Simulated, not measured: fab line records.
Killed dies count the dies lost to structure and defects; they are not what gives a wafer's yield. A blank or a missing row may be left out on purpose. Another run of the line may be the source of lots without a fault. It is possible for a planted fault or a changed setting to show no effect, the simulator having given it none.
The tool behind it: which one? -- flow n5-finfet -- 72 wafers from 24 lots sampled at 6 of the route's 1938 steps

## WHAT THE GAUGES SHOWED, per wafer
No reading from a measuring or inspecting step in the record can be judged against a usual standard deviation.

## EACH LOT AND THE TOOL THAT RAN IT (in order: tool; ch and the chambers of the sampled wafers; start)
lot,N5_BEOL_M11_ANNEAL_51,N5_BEOL_M12_STRIP_63,N5_BEOL_M12_TRENCH_ETCH_34,N5_BEOL_M12_ETCH_38,N5_BEOL_M12_DEGAS_41,N5_BEOL_M12_SPUTTER_44
L074,"rtp-anneal-02 ch 0, day 9 20:50","plasma-asher-02 ch 0,1, day 9 22:37","rie-diel-03 ch 0,1,3, day 9 23:36","rie-diel-01 ch 0,1,2, day 10 00:41","pvd-sputter-01, day 10 01:15","pvd-sputter-01, day 10 01:25"
L075,"rtp-anneal-01 ch 0, day 10 02:11","plasma-asher-01 ch 0,1, day 10 03:50","rie-diel-03 ch 0,1,3, day 10 04:56","rie-diel-05 ch 1,3, day 10 05:15","pvd-sputter-01, day 10 05:27","pvd-sputter-01, day 10 05:37"
L076,"rtp-anneal-02 ch 0, day 10 13:47","plasma-asher-02 ch 0,1, day 10 15:41","rie-diel-01 ch 0,1, day 10 17:00","rie-diel-01 ch 0,1,2, day 10 17:21","pvd-sputter-03, day 10 17:53","pvd-sputter-03, day 10 18:03"
L077,"rtp-anneal-02 ch 0, day 10 17:05","plasma-asher-02 ch 0,1, day 10 18:49","rie-diel-05 ch 0,1,3, day 10 19:47","rie-diel-03 ch 0,1,2, day 10 20:52","pvd-sputter-01, day 10 21:25","pvd-sputter-01, day 10 21:34"
L078,"rtp-anneal-02 ch 0, day 11 01:16","plasma-asher-02 ch 0,1, day 11 02:58","rie-diel-01 ch 0,1, day 11 04:04","rie-diel-05 ch 0,1,3, day 11 04:20","pvd-sputter-03, day 11 05:13","pvd-sputter-03, day 11 05:23"
L079,"rtp-anneal-02 ch 0, day 11 01:27","plasma-asher-01 ch 0,1, day 11 03:10","rie-diel-03 ch 0,1,3, day 11 04:22","rie-diel-01 ch 0,1,3, day 11 05:19","pvd-sputter-03, day 11 06:11","pvd-sputter-03, day 11 06:20"
L080,"rtp-anneal-01 ch 0, day 11 07:56","plasma-asher-01 ch 0,1, day 11 09:53","rie-diel-03 ch 0,1,2, day 11 11:02","rie-diel-01 ch 0,2,3, day 11 12:20","pvd-sputter-02, day 11 12:32","pvd-sputter-02, day 11 12:41"
L081,"rtp-anneal-02 ch 0, day 11 21:20","plasma-asher-02 ch 0,1, day 11 22:56","rie-diel-03 ch 2,3, day 12 00:11","rie-diel-05 ch 0,1,3, day 12 04:07","pvd-sputter-02, day 12 04:40","pvd-sputter-02, day 12 04:49"
L082,"rtp-anneal-02 ch 0, day 12 05:39","plasma-asher-01 ch 0,1, day 12 07:28","rie-diel-01 ch 1,3, day 12 08:40","rie-diel-01 ch 1,2,3, day 12 09:37","pvd-sputter-01, day 12 10:07","pvd-sputter-01, day 12 10:17"
L083,"rtp-anneal-02 ch 0, day 12 13:10","plasma-asher-01 ch 0,1, day 12 14:43","rie-diel-05 ch 0,1,3, day 12 15:56","rie-diel-05 ch 0,2,3, day 12 18:42","pvd-sputter-02, day 12 19:01","pvd-sputter-02, day 12 19:10"
L084,"rtp-anneal-02 ch 0, day 12 22:54","plasma-asher-02 ch 0,1, day 13 00:40","rie-diel-01 ch 1,2, day 13 01:47","rie-diel-03 ch 1,2,3, day 13 02:04","pvd-sputter-03, day 13 02:25","pvd-sputter-03, day 13 02:35"
L086,"rtp-anneal-01 ch 0, day 13 00:05","plasma-asher-02 ch 0,1, day 13 01:36","rie-diel-05 ch 0,1,2, day 13 02:58","rie-diel-01 ch 0,2, day 13 08:47","pvd-sputter-02, day 13 09:13","pvd-sputter-02, day 13 09:23"
L085,"rtp-anneal-02 ch 0, day 13 00:53","plasma-asher-01 ch 0,1, day 13 02:43","rie-diel-05 ch 0,3, day 13 03:44","rie-diel-05 ch 0,2,3, day 13 09:20","pvd-sputter-02, day 13 09:58","pvd-sputter-02, day 13 10:07"
L087,"rtp-anneal-02 ch 0, day 13 15:55","plasma-asher-01 ch 0,1, day 13 17:38","rie-diel-05 ch 0,1,3, day 13 18:55","rie-diel-01 ch 0,1,2, day 13 20:35","pvd-sputter-02, day 13 21:16","pvd-sputter-02, day 13 21:26"
L088,"rtp-anneal-02 ch 0, day 13 23:28","plasma-asher-01 ch 0,1, day 14 01:04","rie-diel-01 ch 0,1,2, day 14 02:10","rie-diel-01 ch 0,1,2, day 14 04:47","pvd-sputter-01, day 14 05:06","pvd-sputter-01, day 14 05:16"
L089,"rtp-anneal-02 ch 0, day 14 05:53","plasma-asher-01 ch 0,1, day 14 07:39","rie-diel-05 ch 0,1,3, day 14 08:49","rie-diel-03 ch 0,1,3, day 14 12:31","pvd-sputter-02, day 14 13:05","pvd-sputter-02, day 14 13:14"
L090,"rtp-anneal-01 ch 0, day 14 09:29","plasma-asher-01 ch 0,1, day 14 11:17","rie-diel-01 ch 1,2,3, day 14 12:24","rie-diel-05 ch 0,2, day 14 12:47","pvd-sputter-01, day 14 13:21","pvd-sputter-01, day 14 13:31"
L091,"rtp-anneal-01 ch 0, day 14 11:38","plasma-asher-01 ch 0,1, day 14 13:23","rie-diel-01 ch 1,2,3, day 14 14:22","rie-diel-01 ch 0,1, day 14 14:44","pvd-sputter-01, day 14 14:56","pvd-sputter-01, day 14 15:05"
L092,"rtp-anneal-02 ch 0, day 14 17:35","plasma-asher-02 ch 0, day 14 19:11","rie-diel-01 ch 0,1,2, day 14 20:11","rie-diel-05 ch 0,1, day 14 20:28","pvd-sputter-02, day 14 21:21","pvd-sputter-02, day 14 21:31"
L093,"rtp-anneal-02 ch 0, day 14 22:06","plasma-asher-01 ch 0,1, day 14 23:54","rie-diel-03 ch 2,3, day 15 01:01","rie-diel-03 ch 1,2, day 15 01:28","pvd-sputter-03, day 15 02:00","pvd-sputter-03, day 15 02:10"
L095,"rtp-anneal-01 ch 0, day 15 02:00","plasma-asher-01 ch 0,1, day 15 03:38","rie-diel-05 ch 0,2,3, day 15 04:58","rie-diel-03 ch 0,2, day 15 07:13","pvd-sputter-01, day 15 07:46","pvd-sputter-01, day 15 07:55"
L094,"rtp-anneal-02 ch 0, day 15 07:50","plasma-asher-02 ch 0,1, day 15 09:34","rie-diel-05 ch 0,1,2, day 15 10:35","rie-diel-01 ch 0,1, day 15 12:59","pvd-sputter-02, day 15 13:32","pvd-sputter-02, day 15 13:41"
L096,"rtp-anneal-02 ch 0, day 15 23:09","plasma-asher-02 ch 0,1, day 16 00:47","rie-diel-01 ch 0,1,2, day 16 01:53","rie-diel-05 ch 2,3, day 16 07:39","pvd-sputter-01, day 16 08:02","pvd-sputter-01, day 16 08:12"
L097,"rtp-anneal-01 ch 0, day 16 07:20","plasma-asher-02 ch 0,1, day 16 09:08","rie-diel-03 ch 0,1, day 16 10:14","rie-diel-03 ch 1,2, day 16 10:35","pvd-sputter-02, day 16 11:12","pvd-sputter-02, day 16 11:22"
- N5_BEOL_M11_ANNEAL_51: time 90 s.
- N5_BEOL_M12_STRIP_63: strips in N2/H2.
- N5_BEOL_M12_TRENCH_ETCH_34: etches SiOC in C4F8/O2/Ar, target depth 318.95 nm, time 125.5 s.
- N5_BEOL_M12_ETCH_38: etches SiCN in CF4/N2, target depth 68.7 nm, time 73.4 s.
- N5_BEOL_M12_DEGAS_41: time 60 s.
- N5_BEOL_M12_SPUTTER_44: material Ta, target thk 10 nm, time 16.13 s.

## WHAT THE TOOLS THEMSELVES READ (means of the sampled wafers that have a number; where no wafer has one, the mark that the record gives instead)
N5_BEOL_M11_ANNEAL_51.
lot,tool,wafer_temp_C_max
L074,rtp-anneal-02,225.79
L075,rtp-anneal-01,225.70
L076,rtp-anneal-02,225.64
L077,rtp-anneal-02,225.67
L078,rtp-anneal-02,225.71
L079,rtp-anneal-02,225.68
L080,rtp-anneal-01,225.57
L081,rtp-anneal-02,225.88
L082,rtp-anneal-02,225.43
L083,rtp-anneal-02,225.47
L084,rtp-anneal-02,225.85
L086,rtp-anneal-01,225.57
L085,rtp-anneal-02,225.55
L087,rtp-anneal-02,225.72
L088,rtp-anneal-02,225.55
L089,rtp-anneal-02,225.86
L090,rtp-anneal-01,225.53
L091,rtp-anneal-01,225.78
L092,rtp-anneal-02,225.68
L093,rtp-anneal-02,225.28
L095,rtp-anneal-01,225.79
L094,rtp-anneal-02,225.58
L096,rtp-anneal-02,225.62
L097,rtp-anneal-01,225.74

N5_BEOL_M12_STRIP_63.
lot,tool,drypump-motor-current-A (A),heater-power-w (W),oes-product-au (a.u.),strip-time-to-endpoint-s (s)
L074,plasma-asher-02,5.8,343,0.695,43.2
L075,plasma-asher-01,5.0,323,0.686,41.7
L076,plasma-asher-02,5.8,345,0.695,43.1
L077,plasma-asher-02,5.8,337,0.691,42.4
L078,plasma-asher-02,5.8,343,0.694,42.4
L079,plasma-asher-01,5.1,337,0.693,43.8
L080,plasma-asher-01,5.1,328,0.690,42.9
L081,plasma-asher-02,5.8,347,0.698,42.1
L082,plasma-asher-01,5.1,332,0.690,41.8
L083,plasma-asher-01,5.0,324,0.698,42.7
L084,plasma-asher-02,5.8,341,0.690,41.6
L086,plasma-asher-02,5.8,345,0.697,43.5
L085,plasma-asher-01,5.1,337,0.694,42.0
L087,plasma-asher-01,5.1,331,0.693,43.4
L088,plasma-asher-01,5.1,328,0.690,41.3
L089,plasma-asher-01,5.0,322,0.693,42.9
L090,plasma-asher-01,5.1,327,0.690,42.3
L091,plasma-asher-01,5.1,328,0.690,42.6
L092,plasma-asher-02,5.8,357,0.696,43.0
L093,plasma-asher-01,5.0,323,0.694,43.1
L095,plasma-asher-01,5.1,330,0.691,42.0
L094,plasma-asher-02,5.8,342,0.696,43.9
L096,plasma-asher-02,5.8,338,0.689,40.8
L097,plasma-asher-02,5.8,336,0.695,42.8

N5_BEOL_M12_TRENCH_ETCH_34.
lot,tool,drypump-motor-current-A (A),he-outer-torr (Torr),oes-product-au (a.u.),rf-vpp-V (V),showerhead-plenum-p-Torr (Torr),throttle-valve-pct (%)
L074,rie-diel-03,5.4,30.03,0.75,667,3.51,24.40
L075,rie-diel-03,5.4,29.96,0.74,669,3.51,24.40
L076,rie-diel-01,5.5,30.05,0.79,661,3.31,24.40
L077,rie-diel-05,5.6,29.98,0.71,662,3.31,24.16
L078,rie-diel-01,5.5,29.96,0.83,662,3.34,24.39
L079,rie-diel-03,5.4,29.98,0.74,667,3.50,24.42
L080,rie-diel-03,5.7,29.98,0.73,668,3.54,24.43
L081,rie-diel-03,5.3,29.98,0.70,666,3.43,24.14
L082,rie-diel-01,5.6,30.01,0.81,662,3.33,24.05
L083,rie-diel-05,5.7,29.96,0.70,662,3.30,24.17
L084,rie-diel-01,5.9,29.97,0.73,661,3.28,24.33
L086,rie-diel-05,5.4,30.01,0.80,664,3.39,24.07
L085,rie-diel-05,5.7,30.04,0.71,660,3.21,23.95
L087,rie-diel-05,5.6,29.95,0.69,661,3.30,24.19
L088,rie-diel-01,5.8,29.95,0.77,661,3.30,24.32
L089,rie-diel-05,5.7,29.94,0.70,662,3.30,24.20
L090,rie-diel-01,5.9,30.06,0.77,662,3.30,24.16
L091,rie-diel-01,5.9,30.06,0.76,662,3.30,24.15
L092,rie-diel-01,5.8,30.03,0.76,661,3.30,24.32
L093,rie-diel-03,5.3,30.01,0.78,664,3.42,24.08
L095,rie-diel-05,5.5,29.99,0.89,664,3.38,23.83
L094,rie-diel-05,5.4,29.96,0.77,664,3.38,24.09
L096,rie-diel-01,5.8,30.00,0.75,661,3.29,24.35
L097,rie-diel-03,5.3,29.95,0.86,668,3.51,24.39

N5_BEOL_M12_ETCH_38.
lot,tool,cf4-flow-sccm (sccm),drypump-motor-current-A (A),oes-product-au (a.u.),rf-vpp-V (V),showerhead-plenum-p-Torr (Torr),throttle-valve-pct (%)
L074,rie-diel-01,60.02,5.8,0.80,380.4,2.13,15.48
L075,rie-diel-05,60.11,5.7,0.70,381.4,2.19,15.55
L076,rie-diel-01,60.01,5.8,0.79,379.7,2.13,15.49
L077,rie-diel-03,60.04,5.7,0.73,384.7,2.29,15.65
L078,rie-diel-05,59.95,5.6,0.71,381.5,2.14,15.46
L079,rie-diel-01,59.88,5.5,0.82,380.6,2.14,15.37
L080,rie-diel-01,59.88,5.8,0.83,381.0,2.15,15.30
L081,rie-diel-05,60.05,5.6,0.70,380.9,2.13,15.48
L082,rie-diel-01,59.93,5.9,0.78,379.7,2.13,15.35
L083,rie-diel-05,60.15,5.5,0.81,381.9,2.19,15.23
L084,rie-diel-03,59.79,5.8,0.72,384.2,2.26,15.55
L086,rie-diel-01,59.93,6.1,0.78,380.3,2.13,15.46
L085,rie-diel-05,60.05,5.5,0.79,382.5,2.19,15.25
L087,rie-diel-01,59.93,5.8,0.77,380.3,2.13,15.53
L088,rie-diel-01,60.00,5.8,0.77,379.9,2.12,15.54
L089,rie-diel-03,59.98,5.4,0.81,382.7,2.25,15.54
L090,rie-diel-05,59.98,5.3,0.87,383.2,2.25,15.08
L091,rie-diel-01,60.20,5.5,0.78,380.8,2.13,15.56
L092,rie-diel-05,59.88,5.5,0.69,379.3,2.13,15.60
L093,rie-diel-03,60.01,6.1,0.90,383.5,2.28,15.26
L095,rie-diel-03,60.14,5.5,0.95,383.4,2.26,15.19
L094,rie-diel-01,59.97,5.5,0.77,381.8,2.13,15.59
L096,rie-diel-05,60.18,5.3,0.93,384.4,2.29,15.03
L097,rie-diel-03,59.97,6.1,0.88,383.2,2.28,15.27

N5_BEOL_M12_DEGAS_41.
lot,tool,heater-power-w (W)
L074,pvd-sputter-01,338
L075,pvd-sputter-01,359
L076,pvd-sputter-03,348
L077,pvd-sputter-01,349
L078,pvd-sputter-03,312
L079,pvd-sputter-03,332
L080,pvd-sputter-02,342
L081,pvd-sputter-02,340
L082,pvd-sputter-01,351
L083,pvd-sputter-02,350
L084,pvd-sputter-03,346
L086,pvd-sputter-02,341
L085,pvd-sputter-02,344
L087,pvd-sputter-02,348
L088,pvd-sputter-01,390
L089,pvd-sputter-02,341
L090,pvd-sputter-01,347
L091,pvd-sputter-01,364
L092,pvd-sputter-02,351
L093,pvd-sputter-03,331
L095,pvd-sputter-01,359
L094,pvd-sputter-02,339
L096,pvd-sputter-01,352
L097,pvd-sputter-02,336

N5_BEOL_M12_SPUTTER_44.
lot,tool,throttle-valve-pct (%)
L074,pvd-sputter-01,29.9
L075,pvd-sputter-01,29.9
L076,pvd-sputter-03,30.0
L077,pvd-sputter-01,29.5
L078,pvd-sputter-03,31.3
L079,pvd-sputter-03,31.2
L080,pvd-sputter-02,29.6
L081,pvd-sputter-02,29.5
L082,pvd-sputter-01,29.8
L083,pvd-sputter-02,30.5
L084,pvd-sputter-03,30.4
L086,pvd-sputter-02,29.0
L085,pvd-sputter-02,31.0
L087,pvd-sputter-02,30.4
L088,pvd-sputter-01,30.1
L089,pvd-sputter-02,31.1
L090,pvd-sputter-01,30.3
L091,pvd-sputter-01,29.7
L092,pvd-sputter-02,29.6
L093,pvd-sputter-03,30.5
L095,pvd-sputter-01,29.9
L094,pvd-sputter-02,29.5
L096,pvd-sputter-01,30.3
L097,pvd-sputter-02,29.5

## THE ANSWER, worked out from the rows above alone
Rule: usual is defined by the lots themselves. The widest of any qualifying gaps counts: lots, ordered by their means at a reading, are off when they make up no more than a third of the lots, leave a main group of 4 or more, and stand apart from it by 3 or more times the standard deviation of that group's means. The tables above print the reading to a certain number of digits; a main group whose means all agree to those digits is not used. A lot without any number at a reading at which 4 lots or more have one is off too. All remaining lots with rows at the step are treated as sound. Order of review: gauges by route order, followed by the tools' own readings, for which a lot's mean as printed above is used. The first step at which some lot is off is used, and at that step the reading that is off furthest; a lot without a number counts as furthest.
No lot is off on any of the readings shown, so nothing can be concluded from this.

## WHAT HAD BEEN PUT IN BY THE SIMULATOR
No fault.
